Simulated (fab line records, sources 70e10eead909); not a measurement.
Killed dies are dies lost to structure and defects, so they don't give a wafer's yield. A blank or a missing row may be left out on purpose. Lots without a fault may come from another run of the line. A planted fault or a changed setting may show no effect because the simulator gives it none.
One fault seen from 2 desks | flow nand_harc | each desk has only its own numbers; what lay behind them comes last

THE TOOL OWNER'S DESK: rie_diel-08
The tool's own readings at NHARC_A_BLC_ETCH_17 (etches the open film in N2/H2, target depth 390 nm, time 609.38 s): means of the sampled wafers that have a number, for each lot that ran on this tool. A lot is out of limits, marked OUT, if its mean lies more than 4 standard deviations from the usual mean; the brackets give that distance.
Columns: A = drypump_motor_current_A at NHARC_A_BLC_ETCH_17, usual 5.7 A; B = oes_product_au at NHARC_A_BLC_ETCH_17, usual 1.000 a.u.; C = rf_vpp_V at NHARC_A_BLC_ETCH_17, usual 429.8 V; D = run_length_s at NHARC_A_BLC_ETCH_17, usual 630.8 s; E = showerhead_plenum_p_Torr at NHARC_A_BLC_ETCH_17, usual 2.02 Torr; F = throttle_valve_pct at NHARC_A_BLC_ETCH_17, usual 14.172 %
lot  | first seen here | A   | B     | C     | D                       | E    | F
L471 | day 17 14:27    | 6.1 | 1.000 | 430.3 | 630.7                   | 2.05 | 14.174
L473 | day 18 02:33    | 5.7 | 1.000 | 429.8 | 630.8                   | 2.03 | 14.174
L477 | day 19 01:33    | 5.9 | 0.998 | 429.3 | 631.2                   | 2.00 | 14.177
L481 | day 19 18:03    | 5.8 | 1.005 | 432.4 | 630.9                   | 2.09 | 14.166
L482 | day 20 00:37    | 5.7 | 0.995 | 432.1 | 630.8                   | 2.09 | 14.167
L490 | day 22 15:32    | 5.9 | 0.985 | 433.3 | 558.8 (-99 or more) OUT | 2.11 | 14.181
This desk's finding: out of limits on L490; first on L490, day 22 15:32 (run_length_s at NHARC_A_BLC_ETCH_17). In limits: L471, L473, L477, L481, L482.

THE METROLOGY DESK
What the gauges read, lot by lot, whatever tool the lot ran on: means of the sampled wafers that have a number. A lot is out of limits, marked OUT, if its mean lies more than 4 standard deviations from the usual mean; the brackets give that distance.
Columns: A = overlay_x_nm at NHARC_A_BLC_OVL_MEAS_11, usual 0.0 nm; B = overlay_y_nm at NHARC_A_BLC_OVL_MEAS_11, usual -0.1 nm
lot  | first seen here | A    | B
L472 | day 17 13:07    | 0.5  | 0.3
L471 | day 17 14:01    | -0.7 | -0.4
L473 | day 18 02:17    | 0.7  | -0.8
L474 | day 18 02:41    | 0.2  | -0.8
L476 | day 18 19:29    | -1.3 | -1.1
L477 | day 19 00:49    | -1.8 | 0.4
L478 | day 19 07:19    | 0.0  | -0.0
L481 | day 19 17:46    | -0.9 | -0.4
L482 | day 20 00:17    | 0.3  | -0.5
L486 | day 21 10:56    | -0.3 | 0.5
L490 | day 22 15:16    | -0.7 | -0.5
L493 | day 23 06:34    | 0.7  | 0.2
This desk's finding: nothing out of limits on any of the 12 lots.

PUT TOGETHER
The tool owner's desk could have raised an alarm at day 22 15:32, on L490.
The metrology desk saw nothing out of limits.
The metrology desk has L490 on record, within its limits.
Of the lots named, all ran NHARC_A_BLC_ETCH_17 on rie_diel-08.

WHAT THE SIMULATOR HAD PUT IN
Process parameter drift: rie_diel-08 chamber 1, from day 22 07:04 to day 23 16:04, at NHARC_A_BLC_ETCH_17. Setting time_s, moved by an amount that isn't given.
Lots struck among those shown: L490.
Hours from the fault's start to each desk's first reading out of limits: the tool owner's desk, 8.
